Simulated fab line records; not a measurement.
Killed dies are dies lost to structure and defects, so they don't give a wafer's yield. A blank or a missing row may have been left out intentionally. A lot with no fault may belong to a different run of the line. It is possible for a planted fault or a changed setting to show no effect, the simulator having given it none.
Comparing a struck lot with a sound one / flow nand-harc / 42 steps out of a route of 1159
Sound: the wafers L457.3, L457.4, L457.6. Wafers struck: L451.2, L451.4, L451.5. The cause comes at the end.
Each step with rows lists, per side, the tool, then ch with its chambers, then its first start. Under that, the readings that differ: sound wafers / struck wafers / difference of the means / sigmas: that difference in standard deviations of wafers without a fault.
alike: a reading whose means differ by less than 2 such deviations, as well as words and numbers matching on both sides. not compared: withheld readings; readings where some wafer has no value; bounds like >300 that might hide an equal value; numbers whose values overlap and for which the record gives no deviation.
The two part at a step that has a row with sigmas, a row that says differs or no value, or rows on one side only. Non-overlapping numbers with no deviation appear without sigmas and do not part them. A reading that every wafer of one side lacks parts them only if that side has two wafers or more.

first, 4 steps without rows for these wafers: NHARC_A_SGD_CUT_PRECLEAN_18 (cleans in SC1); NHARC_A_SGD_CUT_SRD_19; NHARC_A_SGD_CUT_DEP_20 (deposits SiO2, target thk 150 nm); NHARC_A_SGD_CUT_ANNEAL_27 (time 1800 s).
NHARC_A_SGD_CUT_CMP_21: polishes, target thk 148.19 nm.
  sound on cmp-03 ch 0,1,3, day 18 16:23; struck on cmp-03 ch 0,3, day 17 19:49
  alike: motor-current-A, time-to-endpoint-s
NHARC_A_SGD_CUT_THK_MEAS_22: measures by ellipsometry.
  sound: film-metro-02 at day 18 16:38; struck: film-metro-01 at day 17 20:04
  alike: thk-nm
then, 4 steps without rows for these wafers: NHARC_A_SGD_CUT_SRD_23; NHARC_A_SGD_CUT_ETCH_26 (etches SiO2 in dHF, target depth 45.8 nm); NHARC_A_SGD_CUT_ETCHBACK_24 (etches the open film in CH3F/O2, target depth 50 nm, time 92.857 s); NHARC_A_SGD_CUT_STRIP_28 (strips in O2, time 20 s).
NHARC_A_SGD_CUT_INSPECT_25:
  sound: defect-inspect-02 at day 18 17:08; struck: defect-inspect-02 at day 17 20:38
  alike: raw-defect-count
then, 1 step without rows for these wafers: NHARC_A_SLIT_DEP_25 (deposits SiO2, target thk 200 nm).
NHARC_A_SLIT_DEP_00: deposits aC, target thk 3200 nm.
  sound on acl-dep-02 ch 0, day 18 18:11; struck on acl-dep-01 ch 0, day 17 21:35
reading=throttle-valve-pct (%); sound=34.991 34.979 34.994; struck=35.003 35.013 35.009; difference=+0.020; sigmas=+2
then, 9 steps without rows for these wafers: NHARC_A_SLIT_DEP_23 (deposits SiON, target thk 100 nm); NHARC_A_SLIT_DEHYDRATE_01 (time 120 s); NHARC_A_SLIT_HMDS_02 (time 30 s); NHARC_A_SLIT_COAT_03 (resist thk 90 nm); NHARC_A_SLIT_SOFTBAKE_04 (time 55 s); NHARC_A_SLIT_EBR_05; NHARC_A_SLIT_EXPOSE_06 (exposes mask SLIT); NHARC_A_SLIT_PEB_07 (peb time 65 s); NHARC_A_SLIT_DEVELOP_08 (develop time 35 s).
NHARC_A_SLIT_CD_MEAS_09 targets a cd of 300 nm.
  sound on cd-sem-02 ch 0, day 18 20:25; struck on cd-sem-01 ch 0, day 17 23:56
  alike: cd-nm
NHARC_A_SLIT_OVL_MEAS_10:
  sound: overlay-01 at day 18 20:31; struck: overlay-01 at day 18 00:01
  alike: overlay-x-nm, overlay-y-nm
NHARC_A_SLIT_INSPECT_11:
  sound: defect-inspect-01 at day 18 20:32; struck: defect-inspect-02 at day 18 00:04
reading=raw-defect-count; sound=38 32 28; struck=296 329 328; difference=+285; sigmas=+28
NHARC_A_SLIT_DESCUM_14: chemistry O2, time 3 s.
  sound on rie-diel-01 ch 0,2,3, day 18 20:37; struck on rie-diel-01 ch 0,2,3, day 18 00:08
  alike: drypump-motor-current-A, oes-product-au, rf-vpp-V, showerhead-plenum-p-Torr, throttle-valve-pct
  not compared: rf-hours-counter-h
then, 1 step without rows for these wafers: NHARC_A_SLIT_ETCH_24 (etches the open film in CF4/CHF3, target depth 121 nm, time 60.5 s).
NHARC_A_SLIT_ETCH_15: etches the open film in O2/COS, target depth 3200 nm, time 832 s.
  sound on rie-diel-01 ch 0,1,2; struck on rie-diel-01 ch 1,2
  alike: drypump-motor-current-A, oes-product-au, rf-vpp-V, showerhead-plenum-p-Torr, throttle-valve-pct
  not compared: rf-hours-counter-h
NHARC_A_SLIT_ETCH_17: etches the open film in C4F8/O2/Ar, time 1687.5 s, target depth 10100 nm.
  sound on har-etch-02 ch 0,1, day 18 21:55; struck on har-etch-01 ch 0,1, day 18 00:53
  alike: drypump-motor-current-A, he-backside-leak-sccm, showerhead-plenum-p-Torr, throttle-valve-pct
  not compared: rf-hours-counter-h
then, 3 steps without rows for these wafers: NHARC_A_SLIT_ETCH_26 (etches the open film in C4F8/O2/Ar, time 90 s, target depth 400 nm); NHARC_A_SLIT_STRIP_28 (strips in O2/COS); NHARC_A_SLIT_ETCH_29 (etches the open film in CF4/O2, target depth 100 nm, overetch 10 nm, time 55 s).
NHARC_A_SLIT_STRIP_18: strips in O2.
  sound on rie-diel-11 ch 2,3; struck on rie-diel-12 ch 0,2,3
  alike: drypump-motor-current-A, oes-product-au, rf-vpp-V, showerhead-plenum-p-Torr, throttle-valve-pct
  not compared: rf-hours-counter-h
then, 2 steps without rows for these wafers: NHARC_A_SLIT_PRECLEAN_19 (cleans in SC1); NHARC_A_SLIT_SRD_20.
NHARC_A_SLIT_CD_MEAS_21:
  sound: cd-sem-02 at day 19 00:06; struck: cd-sem-02 at day 18 03:32
  alike: cd-nm
then, 3 steps without rows for these wafers: NHARC_A_SIN_REMOVE_WET_00 (chemistry H3PO4, time 15300 s); NHARC_A_SIN_REMOVE_PRECLEAN_01 (cleans in SC1); NHARC_A_SIN_REMOVE_SRD_02.
NHARC_A_SIN_REMOVE_INSPECT_04:
  sound: defect-inspect-01 at day 19 07:44; struck: defect-inspect-02 at day 18 11:02
  alike: raw-defect-count
then, 1 step without rows for these wafers: NHARC_A_WL_FILL_ALD_00 (deposits Al2O3, target thk 3 nm, pulse time 3 s, ald cycles 30).
-- the record jumps here: 6 days lie between the struck wafers' starts before and after (it left off in module A_WL_FILL and takes up again in module END, whose first step shown is number 1159 of the route) --
NHARC_END_SORT_01:
  here the record holds rows for the struck wafers (prober-02 ch 0, day 24 04:01) but none for the sound ones

WHERE THEY PART
Last at NHARC_END_SORT_01 as far as this record goes, first at NHARC_A_SLIT_DEP_00.

WHY: what the simulator had put in
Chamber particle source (acl-dep-01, NHARC_A_SLIT_DEP_00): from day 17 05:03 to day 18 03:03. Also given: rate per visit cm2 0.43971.
